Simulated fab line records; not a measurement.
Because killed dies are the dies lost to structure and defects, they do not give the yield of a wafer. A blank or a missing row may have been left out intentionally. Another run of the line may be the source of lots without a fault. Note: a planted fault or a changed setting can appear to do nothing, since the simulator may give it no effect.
fab line records	flow nand-harc
record: lots: 6	wafers: 17	last-day: 31
route steps=1302 shown P_GATE@137 END@1302
lots that met no fault: taken from a fault-free run of the same line
start-h: the number of hours between the record's first day and the start of the first shown wafer of the lot	wait-h: hours from the lot's prior step to this one	" identical to the entry in the row above	L1.1+2: a row that stands for several wafers	- no value, or no start was given	* or withheld: withheld	< > ~ a bound
route shown NAME@n: names a module that has steps shown in the file, with the first one's number in the route	usual: average and standard deviation across the fault-free wafers	same: alike in all rows	chamber/n: place in a boat	sites: per-site readings	_std_site: their standard deviation	_edge_site: mean of outer sites minus mean of inner sites	radius-mm: how far each site lies from the wafer's centre	mask NAME#n: copy n	behind: tool/chamber where the wafer was last shaped	hold: reason for holding the lot/hours on hold/outcome of the hold	device: names the non-switching transistor (n, p or np)	end of line: the tests these same wafers got at the end of their route	a step given without rows: its recipe and nothing more	killed: at the first sort, the dies lost to defects and structure; wafer yield is something else	map: a wafer's dies, marking killed ones x, the rest . and places with no die _
set.NAME: the run value of the setting; set.NAME@STEP: its run value at that earlier step	model.NAME: the simulator's own value behind a step, which no gauge read
lots at selected steps of the route; one table per step, one row per wafer
services: when a tool's chamber went out of use (start-h, in hours from the record's first day, below 0 if earlier), for how many hours, and the reason
== steps ==
step: NHARC_P_GATE_EBR_22
step: NHARC_P_GATE_EXPOSE_23
recipe: na: 1.35	target-cd-nm: 120	dose-mj: 93.91	mask-id: P_GATE
step: NHARC_P_GATE_PEB_24
recipe: peb-temp-c: 100	peb-time-s: 65
step: NHARC_P_GATE_DEVELOP_25
recipe: develop-time-s: 35	dev-temp-c: 23
step: NHARC_P_GATE_CD_MEAS_26
recipe: target-cd-nm: 120	landing-energy-ev: 500
usual: cd-nm: 120.1/0.63
lot.wafer	tool	chamber	start-h	wait-h	cd-nm
L804.1	cd-sem-02	0	104.82	-	120.0
L804.2	"	0	"	"	120.4
L804.5	"	0	"	"	120.4
L808.1	cd-sem-02	0	150.06	-	120.8
L808.3	"	0	"	"	120.6
L809.3	cd-sem-01	0	157.79	-	119.7
L809.4	"	0	"	"	119.4
L809.6	"	0	"	"	120.2
L818.2	cd-sem-03	0	241.11	-	119.3
L818.3	"	0	"	"	119.3
L818.4	"	0	"	"	120.2
L820.2	cd-sem-03	0	266.50	-	120.4
L820.3	"	0	"	"	120.7
L820.6	"	0	"	"	119.4
L821.2	cd-sem-02	0	286.27	-	120.6
L821.4	"	0	"	"	119.5
L821.6	"	0	"	"	120.0
step: NHARC_P_GATE_OVL_MEAS_27
usual: overlay-x-nm: 0.1/0.73	overlay-y-nm: -0.3/0.91
lot.wafer	tool	chamber	start-h	wait-h	overlay-x-nm	overlay-y-nm
L804.1	overlay-02	-	104.91	-	-0.1	0.4
L804.2	"	-	"	"	-0.4	0.6
L804.5	"	-	"	"	-0.1	0.9
L808.1	overlay-02	-	150.15	-	0.2	0.5
L808.3	"	-	"	"	-0.4	0.3
L809.3	overlay-01	-	157.87	-	0.2	-1.0
L809.4	"	-	"	"	-0.5	-0.8
L809.6	"	-	"	"	-0.2	-0.7
L818.2	overlay-01	-	241.20	-	-0.7	0.7
L818.3	"	-	"	"	-0.2	0.2
L818.4	"	-	"	"	-0.4	0.0
L820.2	overlay-01	-	266.59	-	-0.5	-0.5
L820.3	"	-	"	"	-1.1	-0.6
L820.6	"	-	"	"	-0.4	-1.0
L821.2	overlay-02	-	286.35	-	-0.4	1.4
L821.4	"	-	"	"	-0.4	1.1
L821.6	"	-	"	"	-0.5	1.4
step: NHARC_P_GATE_INSPECT_28
usual: raw-defect-count: 6/3.4
lot.wafer	tool	chamber	start-h	wait-h	raw-defect-count
L804.1	defect-inspect-02	-	104.94	0.0	13
L804.2	"	-	"	"	8
L804.5	"	-	"	"	9
L808.1	defect-inspect-01	-	150.19	0.0	9
L808.3	"	-	"	"	4
L809.3	defect-inspect-02	-	157.91	0.0	8
L809.4	"	-	"	"	11
L809.6	"	-	"	"	5
L818.2	defect-inspect-01	-	241.23	0.0	7
L818.3	"	-	"	"	3
L818.4	"	-	"	"	4
L820.2	defect-inspect-02	-	266.62	0.0	5
L820.3	"	-	"	"	6
L820.6	"	-	"	"	4
L821.2	defect-inspect-01	-	286.39	0.0	11
L821.4	"	-	"	"	8
L821.6	"	-	"	"	20
step: NHARC_P_GATE_DESCUM_31
recipe: time-s: 3	o2-flow-sccm: 200	ar-flow-sccm: 0	bias-power-w: 0	chemistry: O2
usual: drypump-motor-current-A: 5.8/0.34	oes-product-au: 0.999/0.0084	rf-vpp-V: 57.7/0.88	showerhead-plenum-p-Torr: 1.91/0.091	throttle-valve-pct: 11.310/0.0087
lot.wafer	tool	chamber	start-h	wait-h	drypump-motor-current-A	oes-product-au	rf-hours-counter-h	rf-vpp-V	showerhead-plenum-p-Torr	throttle-valve-pct
L804.1	rie-diel-10	2	105.01	0.1	5.7	1.000	0.5	57.2	1.79	11.310
L804.2	"	0	"	"	6.4	1.000	2.4	57.4	1.99	11.329
L804.5	"	3	"	"	5.9	0.995	-	58.4	2.02	11.309
L808.1	rie-diel-10	2	150.26	0.1	5.7	1.003	3.7	58.2	1.79	11.300
L808.3	"	0	"	"	6.4	1.003	4.2	58.4	1.98	11.310
L809.3	rie-diel-10	0	157.98	0.1	6.4	1.000	4.7	58.5	1.99	11.315
L809.4	"	2	"	"	5.7	0.993	4.4	57.9	1.79	11.315
L809.6	"	0	"	"	6.4	0.996	-	57.1	1.99	11.321
L818.4	rie-diel-03	0	241.29	0.1	5.3	0.992	5.5	57.0	1.78	11.316
L818.2	"	1	"	"	6.1	0.987	5.7	59.2	1.99	11.309
L818.3	"	2	"	"	5.5	1.018	7.1	57.6	1.85	11.301
L820.2	rie-diel-06	2	266.68	0.1	5.9	0.997	7.3	58.1	1.90	11.302
L820.3	"	0	"	"	5.3	1.001	7.2	58.7	1.99	11.307
L820.6	"	2	"	"	5.9	1.012	-	57.5	1.90	11.307
L821.4	rie-diel-10	1	286.45	0.1	6.0	1.005	1.8	55.2	1.86	11.319
L821.2	"	2	"	"	5.7	1.003	1.6	57.9	1.79	11.313
L821.6	"	2	"	"	5.7	0.995	-	57.6	1.79	11.309
step: NHARC_P_GATE_ETCH_104
recipe: target-depth-a: 600	time-s: withheld	cf4-flow-sccm: 100	chf3-flow-sccm: 30	ar-flow-sccm: 0	rf-w: 500	bias-w: 200	chemistry: CF4/CHF3
usual: drypump-motor-current-A: 5.8/0.34	oes-product-au: 0.949/0.024	rf-vpp-V: 370.2/2.6	showerhead-plenum-p-Torr: 1.56/0.073	throttle-valve-pct: 16.803/0.0092
lot.wafer	tool	chamber	start-h	wait-h	drypump-motor-current-A	oes-product-au	rf-vpp-V	showerhead-plenum-p-Torr	throttle-valve-pct
L804.1	rie-diel-10	1	105.09	0.1	6.0	0.971	368.4	1.53	16.803
L804.2	"	2	"	"	5.7	0.956	368.1	1.48	16.807
L804.5	"	2	"	"	5.7	0.959	368.7	1.48	16.805
L808.1	rie-diel-10	2	150.36	0.1	5.7	0.935	366.3	1.48	16.807
L808.3	"	0	"	"	6.4	0.951	372.3	1.63	16.798
L809.3	rie-diel-10	2	158.06	0.1	5.7	0.934	365.2	1.48	16.799
L809.4	"	0	"	"	6.4	0.964	372.8	1.63	16.805
L809.6	"	2	"	"	5.7	0.932	366.5	1.48	16.807
L818.4	rie-diel-03	0	241.38	0.1	5.3	0.920	367.0	1.47	16.796
L818.3	"	1	"	"	6.1	0.921	371.9	1.64	16.799
L818.2	"	2	"	"	5.6	0.941	367.9	1.52	16.785
L820.2	rie-diel-06	2	266.82	0.1	5.9	0.918	371.4	1.56	16.820
L820.3	"	0	"	"	5.3	0.918	373.5	1.63	16.798
L820.6	"	3	"	"	5.3	0.909	372.9	1.62	16.809
L821.2	rie-diel-10	3	286.54	0.1	5.9	0.985	374.6	1.65	16.801
L821.4	"	1	"	"	6.0	0.931	367.7	1.53	16.800
L821.6	"	3	"	"	5.9	0.989	373.0	1.65	16.817
step: NHARC_P_GATE_HM_OPEN_105
recipe: target-depth-a: 3600	o2-flow-sccm: 400	cos-flow-sccm: 20	ar-flow-sccm: 0	rf-w: 500	bias-w: 300	chemistry: O2/COS
usual: drypump-motor-current-A: 5.8/0.35	oes-product-au: 0.998/0.0091	rf-vpp-V: 467/3.1	showerhead-plenum-p-Torr: 3.11/0.14	throttle-valve-pct: 28.330/0.01
lot.wafer	tool	chamber	start-h	wait-h	drypump-motor-current-A	oes-product-au	rf-hours-counter-h	rf-vpp-V	showerhead-plenum-p-Torr	throttle-valve-pct
L804.1	rie-diel-10	1	-	-	6.0	1.021	2.1	465	3.04	28.331
L804.2	"	2	"	"	5.7	1.012	0.5	464	2.93	28.319
L804.5	"	1	"	"	6.0	1.007	-	465	3.04	28.341
L808.1	rie-diel-10	1	-	-	6.0	0.991	4.9	465	3.04	28.334
L808.3	"	0	"	"	6.4	0.998	4.2	469	3.23	28.342
L809.3	rie-diel-10	3	-	-	5.9	1.005	5.0	470	3.28	28.336
L809.4	"	1	"	"	6.0	1.007	5.6	465	3.04	28.334
L809.6	"	0	"	"	6.4	0.999	-	469	3.23	28.317
L818.4	rie-diel-03	1	-	-	6.1	0.985	5.7	470	3.24	28.331
L818.2	"	2	"	"	5.6	1.019	7.2	466	3.03	28.337
L818.3	"	3	"	"	5.8	1.003	6.5	464	2.92	28.320
L820.3	rie-diel-06	0	-	-	5.2	1.016	7.2	470	3.24	28.337
L820.2	"	2	"	"	5.9	0.998	7.3	466	3.09	28.319
L820.6	"	0	"	"	5.3	1.001	-	469	3.24	28.332
L821.2	rie-diel-10	1	-	-	6.0	1.012	1.8	464	3.04	28.344
L821.4	"	2	"	"	5.7	0.996	1.6	463	2.93	28.337
L821.6	"	2	"	"	5.7	1.005	-	463	2.93	28.338
step: NHARC_P_GATE_STRIP_106
recipe: o2-flow-sccm: 400	cos-flow-sccm: 20	ar-flow-sccm: 0	bias-w: 0	chemistry: O2/COS
step: NHARC_P_GATE_ETCH_114
recipe: target-depth-a: 300	overetch-a: 30	time-s: 16.5	ion-energy-ev: 100	cf4-flow-sccm: 80	o2-flow-sccm: 20	ar-flow-sccm: 0	rf-w: 300	bias-w: 100	chemistry: CF4/O2
usual: drypump-motor-current-A: 5.8/0.34	oes-product-au: 0.998/0.0097	rf-vpp-V: 197.6/1.6	showerhead-plenum-p-Torr: 1.33/0.062	throttle-valve-pct: 13.397/0.0096
lot.wafer	tool	chamber	start-h	wait-h	drypump-motor-current-A	oes-product-au	rf-hours-counter-h	rf-vpp-V	showerhead-plenum-p-Torr	throttle-valve-pct
L804.2	rie-diel-10	3	-	-	5.9	1.003	2.3	199.6	1.41	13.398
L804.1	"	0	"	"	6.4	1.006	2.4	200.5	1.38	13.395
L804.5	"	1	"	"	6.0	1.006	-	197.9	1.30	13.403
L808.1	rie-diel-10	2	-	-	5.7	1.003	3.7	196.1	1.25	13.397
L808.3	"	1	"	"	6.0	1.005	4.9	198.0	1.30	13.387
L809.3	rie-diel-10	1	-	-	6.0	0.992	5.6	196.0	1.30	13.392
L809.4	"	3	"	"	5.9	0.990	5.0	198.7	1.41	13.390
L809.6	"	0	"	"	6.4	0.992	-	198.8	1.38	13.401
L818.4	rie-diel-03	1	-	-	6.1	0.989	5.8	198.8	1.39	13.396
L818.3	"	2	"	"	5.6	1.010	7.2	195.6	1.29	13.397
L818.2	"	0	"	"	5.3	0.986	5.5	195.3	1.24	13.389
L820.3	rie-diel-06	2	-	-	5.9	0.992	7.5	198.8	1.32	13.411
L820.2	"	1	"	"	5.5	0.983	9.3	199.6	1.40	13.413
L820.6	"	2	"	"	5.9	0.992	-	195.5	1.32	13.400
L821.4	rie-diel-10	3	-	-	5.8	1.002	1.9	199.2	1.41	13.407
L821.2	"	0	"	"	6.4	0.995	2.3	197.3	1.38	13.384
L821.6	"	2	"	"	5.7	1.000	-	196.3	1.25	13.397
step: NHARC_P_GATE_ETCH_32
recipe: target-depth-a: 1500	over-etch-frac: 1	over-etch-ion-energy-ev: 40	time-s: 100.1	hbr-flow-sccm: 150	cl2-flow-sccm: 50	rf-w: 400	icp-w: 400	bias-w: 100	chemistry: HBr/Cl2
usual: drypump-motor-current-A: 5.8/0.54	mfc-cl2-sccm: 49.98/0.14	oes-product-au: 0.997/0.012	over-etch-frac: 1/0	throttle-valve-pct: 26.405/0.0085
lot.wafer	tool	chamber	start-h	wait-h	drypump-motor-current-A	mfc-cl2-sccm	oes-product-au	over-etch-frac	rf-hours-counter-h	throttle-valve-pct
L804.2	rie-si-05	2	105.50	-	5.4	50.03	0.996	1	0.9	26.411
L804.1	"	3	"	"	5.6	50.01	1.004	1	0.9	26.395
L804.5	"	0	"	"	5.3	49.91	0.997	1	-	26.397
L808.1	rie-si-06	2	150.79	-	5.8	49.77	0.986	1.9157	0.5	26.418
L808.3	"	3	"	"	6.3	49.97	0.992	1.9157	0.6	26.396
L809.3	rie-si-06	0	158.46	-	6.0	50.12	0.986	1.9157	0.7	26.394
L809.4	"	1	"	"	4.8	50.04	1.007	1	0.6	26.403
L809.6	"	3	"	"	6.3	49.75	0.990	1	-	26.391
L818.2	rie-si-06	1	241.75	-	4.8	49.84	1.007	1	1.1	26.393
L818.3	"	0	"	"	6.0	49.71	0.991	1	1.1	26.409
L818.4	"	1	"	"	4.8	49.83	0.998	1	-	26.421
L820.3	rie-si-01	3	267.27	-	5.9	49.93	1.033	1	0.3	26.405
L820.2	"	0	"	"	6.1	49.93	1.014	1	0.3	26.419
L820.6	"	3	"	"	5.9	50.08	1.022	1	-	26.394
L821.4	rie-si-06	1	286.94	-	4.8	50.04	0.984	1	0.2	26.404
L821.2	"	2	"	"	5.8	49.90	0.995	1	0.0	26.416
L821.6	"	3	"	"	6.3	49.94	0.989	1	-	26.409
step: NHARC_P_GATE_STRIP_108
recipe: o2-flow-sccm: 500	ar-flow-sccm: 0	bias-w: 0	chemistry: O2
usual: drypump-motor-current-A: 5.8/0.34	oes-product-au: 0.999/0.0098	rf-vpp-V: 57.8/1	showerhead-plenum-p-Torr: 3.52/0.16	throttle-valve-pct: 17.036/0.0088
lot.wafer	tool	chamber	start-h	wait-h	drypump-motor-current-A	oes-product-au	rf-hours-counter-h	rf-vpp-V	showerhead-plenum-p-Torr	throttle-valve-pct
L804.2	rie-diel-10	0	105.63	-	6.4	1.000	2	58.7	3.65	17.044
L804.1	"	1	"	"	6.0	1.015	2	59.0	3.44	17.024
L804.5	"	1	"	"	6.0	1.011	-	56.6	3.44	17.025
L808.1	rie-diel-06	2	150.93	-	5.9	0.993	1	58.6	3.50	17.019
L808.3	"	3	"	"	5.3	0.972	1	56.0	3.64	17.059
L809.3	rie-diel-10	1	158.62	-	6.0	1.001	6	59.4	3.43	17.032
L809.4	"	2	"	"	5.7	0.998	4	57.4	3.31	17.030
L809.6	"	3	"	"	5.9	0.995	-	56.9	3.71	17.038
L818.3	rie-diel-10	3	241.94	-	5.9	1.007	10	58.6	3.71	17.044
L818.4	"	1	"	"	6.0	1.008	8	59.1	3.43	17.052
L818.2	"	2	"	"	5.7	0.994	9	56.1	3.31	17.030
L820.3	rie-diel-03	3	267.45	-	5.8	1.005	8	58.8	3.31	17.043
L820.2	"	2	"	"	5.5	1.002	9	56.3	3.42	17.053
L820.6	"	0	"	"	5.3	0.991	-	58.1	3.30	17.042
L821.2	rie-diel-06	0	287.09	-	5.3	1.001	9	58.8	3.66	17.036
L821.4	"	1	"	"	5.5	0.996	10	56.8	3.69	17.036
L821.6	"	3	"	"	5.3	0.985	-	56.4	3.64	17.043
step: NHARC_END_SORT_01
recipe: temp-c: 25
usual: killed-at-array: 62/22	killed-at-other: 1.0/1.4	killed-at-periphery: 4.2/2.8	killed-dies: 67/23	killed-open: 3.1/1.7	killed-short: 2.1/1.5
same: gross-dies: 677
lot.wafer	tool	chamber	start-h	wait-h	killed-at-array	killed-at-other	killed-at-periphery	killed-dies	killed-open	killed-short
L808.1	prober-01	0	629.74	2.5	94	0	2	96	2	2
L808.3	prober-01	0	631.34	3.1	103	0	4	107	4	0
L820.2	prober-01	0	732.42	2.8	29	0	2	31	5	0
L820.3	prober-01	0	733.22	3.1	22	0	3	25	1	2
L820.6	prober-01	0	735.61	4.0	32	0	1	33	2	1
killed by level:class
L808.1 A_SLIT:chamber-film-flake=32 A_CHANNEL_HOLE_D1:chamber-film-flake=28 A_CHANNEL_HOLE_D2:chamber-film-flake=26 A_CONTACT:chamber-film-flake=3 A_CHANNEL_FILL_D2:geometric-particle:open=2 P_M1:chamber-film-flake=2 A_CHANNEL_FILL_D1:geometric-particle:short=1 A_BLC:geometric-particle:short=1
L808.3 A_CHANNEL_HOLE_D2:chamber-film-flake=33 A_CHANNEL_HOLE_D1:chamber-film-flake=31 A_SLIT:chamber-film-flake=26 A_CONTACT:chamber-film-flake=6 P_M1:chamber-film-flake=4 A_CHANNEL_FILL_D1:geometric-particle:open=2 A_DECK1_JOINT:chamber-film-flake=2 A_ONON_D1:geometric-particle:open=1
L820.2 A_CHANNEL_HOLE_D1:chamber-film-flake=9 A_STAIRCASE:chamber-film-flake=8 A_CONTACT:chamber-film-flake=4 A_SLIT:chamber-film-flake=3 P_CONTACT:geometric-particle:open=1 P_M2:geometric-particle:open=1 A_ONON_D2:geometric-particle:open=1 A_WL_FILL:geometric-particle:open=1
L820.3 A_CHANNEL_HOLE_D1:chamber-film-flake=8 A_STAIRCASE:chamber-film-flake=6 P_ZERO_WELL:chamber-film-flake=2 A_CHANNEL_FILL_D1:chamber-film-flake=2 P_GATE:geometric-particle:open=1 A_DECK1_JOINT:geometric-particle:short=1 A_M0:geometric-particle:short=1 A_DECK1_JOINT:chamber-film-flake=1
L820.6 A_CHANNEL_HOLE_D1:chamber-film-flake=9 A_SLIT:chamber-film-flake=7 A_STAIRCASE:chamber-film-flake=4 A_DECK1_JOINT:chamber-film-flake=2 A_WL_FILL:chamber-film-flake=2 A_CHANNEL_FILL_D1:geometric-particle:open=1 A_CHANNEL_FILL_D1:geometric-particle:short=1 A_DECK1_JOINT:geometric-particle:open=1
== services ==
tool	chamber	start-h	hours	kind
rie-diel-03	-	85.81	0.7	repair
rie-si-05	-	93.28	0.2	repair
rie-diel-03	3	94.51	25.0	repair
rie-si-01	1	95.94	3.3	repair
rie-diel-03	-	104.30	9.0	pm
rie-diel-10	3	108.30	13.7	repair
rie-si-06	1	112.89	1.2	repair
rie-diel-10	0	123.74	16.0	repair
rie-diel-06	-	130.20	9.0	pm
rie-diel-10	3	143.60	7.4	repair
rie-diel-10	1	167.77	4.6	repair
rie-si-06	1	201.71	6.7	repair
rie-diel-06	0	201.94	10.2	repair
rie-diel-06	2	206.83	4.9	repair
rie-diel-06	-	208.47	0.6	repair
rie-diel-03	0	213.28	5.7	repair
rie-diel-03	1	214.60	5.0	repair
rie-diel-10	1	229.23	3.6	repair
rie-si-06	2	231.72	42.9	repair
rie-diel-10	-	242.52	9.0	pm
rie-si-06	-	249.00	9.0	pm
rie-diel-03	-	253.51	0.7	repair
rie-diel-10	3	268.98	4.8	repair
rie-diel-03	-	281.30	9.0	pm
== key ==
first-sign: step: NHARC_P_GATE_ETCH_32	reading: over-etch-frac	direction: up	sigmas: 99+	usual: 1	struck: 1.9157
effect none on later readings
met-at NHARC_P_GATE_ETCH_32
struck-wafers L808.1,L808.3,L809.3
tester-left-out L808,L809
fault: kind: process-parameter-drift	tool: rie-si-06	chamber: -	onset-h: 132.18	steps: NHARC_P_GATE_ETCH_32	channel: over-etch-frac	offset: 0.91567	shape: step	end-h: 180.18	scope: struck-wafers-only	stated: 1
tester-left-out: of these lots the tester's yield and bins aren't shown, on N5 and GAA mostly nor the transistor test; their killed dies are dies lost to structure and defects alone, not to doping, threshold or leakage, so they don't give the yield
